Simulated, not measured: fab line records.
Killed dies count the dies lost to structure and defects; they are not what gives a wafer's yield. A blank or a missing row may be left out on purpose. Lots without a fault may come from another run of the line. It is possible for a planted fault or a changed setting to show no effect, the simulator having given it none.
Which of the tools did it? | flow n5 finfet | 23 wafers from 10 lots sampled at 5 of the route's 1938 steps

## WHAT THE GAUGES READ, wafer by wafer
N5_BEOL_M4_RC_MEAS_101. Usual: DIBL_N 36.1 mV/V, standard deviation 2; DIBL_P 36.3 mV/V, standard deviation 2.5; IOFF_N 0.16 nA/um, standard deviation 0.037; IOFF_P 0.21 nA/um, standard deviation 0.039; ION_N 678 uA/um, standard deviation 15; ION_P 465 uA/um, standard deviation 8.7; SS_N 71.4 mV/dec, standard deviation 0.7; SS_P 73.3 mV/dec, standard deviation 0.74; VT_N 249 mV, standard deviation 3.6; VT_P -250.0 mV, standard deviation 2.9.
lot  | measured     | on        | DIBL_N (mV/V)  | DIBL_P (mV/V)  | IOFF_N (nA/um) | IOFF_P (nA/um) | ION_N (uA/um) | ION_P (uA/um) | SS_N (mV/dec)  | SS_P (mV/dec)  | VT_N (mV)   | VT_P (mV)            | flag
L718 | day 7 18:09  | prober-01 | 35.5 33.2      | 36.4 33.5      | 0.16 0.11      | 0.26 0.20      | 669 649       | 475 462       | 72.2 71.1      | 73.6 72.7      | 251 257     | -243.3 -247.6        |
L719 | day 8 10:25  | prober-02 | 38.3 35.3 35.2 | 39.1 35.5 36.0 | 0.24 0.16 0.16 | 0.29 0.22 0.23 | 711 670 671   | 482 465 465   | 71.9 71.7 71.8 | 73.6 71.8 72.8 | 241 249 245 | -245.8 -248.4 -249.0 |
L726 | day 10 17:14 | prober-02 | 38.9 35.9      | 40.1 37.6      | 0.20 0.15      | 0.21 0.18      | 675 673       | 456 453       | 72.3 71.5      | 73.5 72.7      | 250 252     | -253.0 -254.6        |
L728 | day 10 23:13 | prober-02 | 36.6           | 35.8           | 0.16           | 0.22           | 685           | 462           | 72.0           | 73.9           | 246         | -250.9               |
L730 | day 11 16:26 | prober-02 | 38.8 38.7      | 41.2 39.1      | 0.25 0.23      | 0.32 0.27      | 705 697       | 485 474       | 72.3 72.0      | 73.9 73.4      | 243 244     | -243.5 -249.4        |
L733 | day 12 21:02 | prober-02 | 38.7 37.1 38.4 | 38.7 37.5 39.5 | 0.22 0.20 0.22 | 0.25 0.23 0.27 | 690 690 697   | 463 469 469   | 72.0 71.7 72.0 | 74.1 72.8 74.3 | 246 246 242 | -247.5 -248.3 -247.3 |
L734 | day 12 19:57 | prober-02 | 32.4 35.0 32.9 | 32.2 36.2 34.0 | 0.11 0.15 0.13 | 0.13 0.18 0.16 | 660 670 675   | 448 458 461   | 70.8 71.6 70.4 | 71.7 73.5 71.8 | 252 250 248 | -256.9 -254.3 -254.9 |
L735 | day 13 11:09 | prober-02 | 35.3 34.1      | 36.6 34.7      | 0.15 0.14      | 0.21 0.19      | 654 674       | 456 473       | 71.2 70.5      | 73.1 71.9      | 252 251     | -249.0 -250.6        |
L737 | day 13 20:16 | prober-02 | 34.5 34.3      | 35.3 35.2      | 0.15 0.13      | 0.20 0.19      | 690 660       | 476 453       | 71.0 70.8      | 72.5 72.5      | 249 252     | -250.5 -249.1        |
L740 | day 14 13:26 | prober-01 | 39.8 36.3 37.8 | 41.0 37.9 38.1 | 0.25 0.17 0.21 | 0.31 0.25 0.24 | 702 687 689   | 476 474 460   | 72.3 71.1 72.4 | 74.4 74.2 74.1 | 242 246 244 | -245.9 -244.9 -248.1 |

## WHICH TOOL RAN EACH LOT (tool, then ch and the chambers of the sampled wafers, then the start)
lot  | N5_MOL_CONTACT_COAG_CMP_23   | N5_MOL_CONTACT_COAG_ETCH_90      | N5_MOL_CONTACT_COAG_VIA_ETCH_46   | N5_MOL_CONTACT_COAG_STRIP_96
L718 | cmp-02 ch 2,3, day 4 23:37   | rie diel-04 ch 0,2, day 5 03:56  | rie diel-06 ch 0, day 5 04:52     | rie diel-06 ch 0, day 5 04:56
L719 | cmp-04 ch 0,2,3, day 5 11:11 | rie diel-06 ch 0,2, day 5 15:17  | rie diel-06 ch 0,1,2, day 5 15:57 | rie diel-06 ch 0,1,2, day 5 16:01
L726 | cmp-02 ch 0,1, day 6 23:38   | rie diel-06 ch 2,3, day 7 04:00  | rie diel-04 ch 0,1, day 7 04:25   | rie diel-04 ch 0,1, day 7 04:29
L728 | cmp-04 ch 3, day 7 13:28     | rie diel-06 ch 3, day 7 18:47    | rie diel-06 ch 1, day 7 19:12     | rie diel-06 ch 1, day 7 19:16
L730 | cmp-04 ch 1,2, day 8 00:29   | rie diel-04 ch 0,3, day 8 04:21  | rie diel-05 ch 1,3, day 8 04:54   | rie diel-05 ch 1,3, day 8 04:58
L733 | cmp-03 ch 0,2, day 8 17:46   | rie diel-05 ch 0,3, day 8 23:23  | rie diel-05 ch 0,2, day 8 23:47   | rie diel-05 ch 0,2, day 8 23:52
L734 | cmp-03 ch 0,2,3, day 8 23:22 | rie diel-05 ch 1,3, day 9 03:32  | rie diel-06 ch 1,2,3, day 9 04:02 | rie diel-06 ch 1,2,3, day 9 04:05
L735 | cmp-02 ch 0,1, day 9 06:15   | rie diel-04 ch 1, day 9 10:41    | rie diel-06 ch 0,2, day 9 11:06   | rie diel-06 ch 0,2, day 9 11:10
L737 | cmp-03 ch 2,3, day 10 00:56  | rie diel-04 ch 0,2, day 10 05:20 | rie diel-04 ch 0, day 10 05:53    | rie diel-04 ch 0, day 10 05:58
L740 | cmp-04 ch 0,3, day 10 16:31  | rie diel-06 ch 0,3, day 10 20:23 | rie diel-06 ch 0,1, day 10 20:52  | rie diel-06 ch 0,1, day 10 20:55
- N5_MOL_CONTACT_COAG_CMP_23: polishes, stops on SiO2, t overpolish 1.5 s, target thk 0 nm.
- N5_MOL_CONTACT_COAG_ETCH_90: etches SiARC in CF4, target depth 13 nm, time 21.7 s.
- N5_MOL_CONTACT_COAG_VIA_ETCH_46: etches SiO2 in C4F6/O2, target depth 46 nm, overetch 9.2 nm, time 40 s.
- N5_MOL_CONTACT_COAG_STRIP_96: strips in N2/H2.

## WHAT THE TOOLS THEMSELVES READ (means of the sampled wafers that have a number; where no wafer has one, the mark that the record gives instead)
N5_MOL_CONTACT_COAG_CMP_23. Usual: motor current A 7.9 A, standard deviation 0.77; overpolish run s 1.498 s, standard deviation 0.0094; platen rpm 50.28 rpm, standard deviation 0.035; time to endpoint s 10.6 s, standard deviation 2.8.
lot  | tool   | motor current A (A) | overpolish run s (s) | platen rpm (rpm) | time to endpoint s (s) | flag
L718 | cmp-02 | 8.4                 | 1.485                | 50.27            | 8.9                    |
L719 | cmp-04 | 7.6                 | 1.497                | 50.27            | 9.4                    |
L726 | cmp-02 | 7.8                 | 1.490                | 50.30            | 11.8                   |
L728 | cmp-04 | 7.6                 | 1.484                | 50.33            | 12.7                   |
L730 | cmp-04 | 7.2                 | 1.501                | 50.27            | 8.2                    |
L733 | cmp-03 | 8.1                 | 1.500                | 50.26            | 11.3                   |
L734 | cmp-03 | 8.3                 | 1.496                | 50.28            | 11.0                   |
L735 | cmp-02 | 8.0                 | 1.502                | 50.30            | 12.8                   |
L737 | cmp-03 | 8.3                 | 1.499                | 50.31            | 9.2                    |
L740 | cmp-04 | 8.0                 | 1.489                | 50.25            | 10.9                   |

N5_MOL_CONTACT_COAG_ETCH_90. Usual: value, then standard deviation, for each; drypump motor current A 5.7 A / 0.4; etch rf on time s 21.7 s / 0.64; oes product au 0.66 a.u. / 0.078; rf fwd power W 531.5 W / 1.8; rf vpp V 184.4 V / 1; showerhead plenum p Torr 2.17 Torr / 0.058; throttle valve pct 15.68 % / 0.23.
lot  | tool        | drypump motor current A (A) | etch rf on time s (s) | oes product au (a.u.) | rf fwd power W (W) | rf vpp V (V) | showerhead plenum p Torr (Torr) | throttle valve pct (%) | flag
L718 | rie diel-04 | 5.5                         | 21.9                  | 0.66                  | 530.9              | 186.1        | 2.23                            | 15.80                  |
L719 | rie diel-06 | 5.7                         | 22.5                  | 0.59                  | 530.8              | 184.1        | 2.11                            | 15.75                  |
L726 | rie diel-06 | 6.0                         | 28.8                  | 0.73                  | 535.7              | 184.2        | 2.19                            | 15.25                  | OFF
L728 | rie diel-06 | 5.7                         | 21.6                  | 0.78                  | 533.2              | 185.8        | 2.19                            | 15.24                  |
L730 | rie diel-04 | 5.3                         | 21.5                  | 0.60                  | 532.3              | 185.8        | 2.16                            | 15.96                  |
L733 | rie diel-05 | 5.9                         | 22.2                  | 0.64                  | 533.2              | 183.8        | 2.11                            | 15.71                  |
L734 | rie diel-05 | 6.1                         | 21.4                  | 0.70                  | 530.6              | 184.5        | 2.16                            | 15.46                  |
L735 | rie diel-04 | 5.4                         | 21.8                  | 0.60                  | 531.8              | 185.1        | 2.19                            | 15.78                  |
L737 | rie diel-04 | 5.5                         | 21.4                  | 0.75                  | 531.5              | 183.8        | 2.21                            | 15.61                  |
L740 | rie diel-06 | 5.4                         | 22.0                  | 0.62                  | 531.9              | 184.0        | 2.09                            | 15.68                  |

N5_MOL_CONTACT_COAG_VIA_ETCH_46. Usual: drypump motor current A 5.8 A, standard deviation 0.42; oes product au 0.70 a.u., standard deviation 0.089; rf fwd power W 322.9 W, standard deviation 1.3; rf vpp V 1596 V, standard deviation 63; showerhead plenum p Torr 2.87 Torr, standard deviation 0.069; throttle valve pct 40.8 %, standard deviation 0.37.
lot  | tool        | drypump motor current A (A) | oes product au (a.u.) | rf fwd power W (W) | rf vpp V (V) | showerhead plenum p Torr (Torr) | throttle valve pct (%) | flag
L718 | rie diel-06 | 5.3                         | 0.65                  | 321.9              | 1528         | 2.76                            | 41.2                   |
L719 | rie diel-06 | 6.1                         | 0.63                  | 321.6              | 1615         | 2.86                            | 40.9                   |
L726 | rie diel-04 | 5.3                         | 0.63                  | 323.1              | 1612         | 2.91                            | 41.0                   |
L728 | rie diel-06 | 6.5                         | 0.63                  | 323.1              | 1647         | 2.92                            | 40.9                   |
L730 | rie diel-05 | 6.0                         | 0.72                  | 323.8              | 1589         | 2.84                            | 40.8                   |
L733 | rie diel-05 | 5.6                         | 0.73                  | 322.1              | 1631         | 2.89                            | 40.8                   |
L734 | rie diel-06 | 6.2                         | 0.83                  | 323.1              | 1625         | 2.89                            | 40.6                   |
L735 | rie diel-06 | 5.8                         | 0.71                  | 323.2              | 1598         | 2.81                            | 41.0                   |
L737 | rie diel-04 | 5.3                         | 0.86                  | 321.4              | 1654         | 2.92                            | 40.6                   |
L740 | rie diel-06 | 6.1                         | 0.76                  | 322.4              | 1607         | 2.85                            | 40.9                   |

N5_MOL_CONTACT_COAG_STRIP_96. Usual: value, then standard deviation, for each; bias power w 28.01 W / 0.087; drypump motor current A 5.8 A / 0.43; h2 flow sccm 300.1 sccm / 0.95; oes product au 0.79 a.u. / 0.1; rf vpp V 122.2 V / 1.3; showerhead plenum p Torr 3.39 Torr / 0.1; throttle valve pct 18.9 % / 0.49.
lot  | tool        | bias power w (W) | drypump motor current A (A) | h2 flow sccm (sccm) | oes product au (a.u.) | rf vpp V (V) | showerhead plenum p Torr (Torr) | throttle valve pct (%) | flag
L718 | rie diel-06 | 27.95            | 5.3                         | 302.0               | 0.70                  | 120.9        | 3.19                            | 18.8                   |
L719 | rie diel-06 | 28.03            | 6.1                         | 299.8               | 0.70                  | 122.9        | 3.35                            | 18.7                   |
L726 | rie diel-04 | 27.95            | 5.3                         | 299.5               | 0.70                  | 122.4        | 3.46                            | 19.6                   |
L728 | rie diel-06 | 27.99            | 6.5                         | 301.9               | 0.70                  | 122.3        | 3.42                            | 18.7                   |
L730 | rie diel-05 | 28.02            | 6.1                         | 299.7               | 0.79                  | 121.7        | 3.38                            | 19.1                   |
L733 | rie diel-05 | 27.94            | 5.6                         | 300.2               | 0.82                  | 122.4        | 3.46                            | 19.2                   |
L734 | rie diel-06 | 28.00            | 6.2                         | 300.3               | 0.92                  | 122.2        | 3.42                            | 18.3                   |
L735 | rie diel-06 | 28.09            | 5.9                         | 300.1               | 0.80                  | 122.2        | 3.29                            | 18.5                   |
L737 | rie diel-04 | 28.04            | 5.3                         | 298.8               | 0.94                  | 123.2        | 3.42                            | 18.6                   |
L740 | rie diel-06 | 28.12            | 6.1                         | 299.4               | 0.84                  | 123.0        | 3.33                            | 18.6                   |

## THE ANSWER, worked out from the rows above alone
Rule: take the mean of a lot's wafers that have a number; if it is more than 3 standard deviations from the usual mean, the lot is off. Also off: a lot with no number at a reading for which 4 or more lots have one. Where the step has rows for the other lots, those lots are counted as sound. First the gauges in route order, then the tools' own readings, where a lot's mean is used as printed above. The first step at which some lot is off is used, and at that step the reading that is off furthest; a lot without a number counts as furthest.
Off: L726, at N5_MOL_CONTACT_COAG_ETCH_90 (etch rf on time s).
If a tool, at that step or one of the process steps before it, ran each lot that is off and ran no sound lot following the first of them, it fits. Not one of the candidates tried fits.

## WHAT THE SIMULATOR PUT IN
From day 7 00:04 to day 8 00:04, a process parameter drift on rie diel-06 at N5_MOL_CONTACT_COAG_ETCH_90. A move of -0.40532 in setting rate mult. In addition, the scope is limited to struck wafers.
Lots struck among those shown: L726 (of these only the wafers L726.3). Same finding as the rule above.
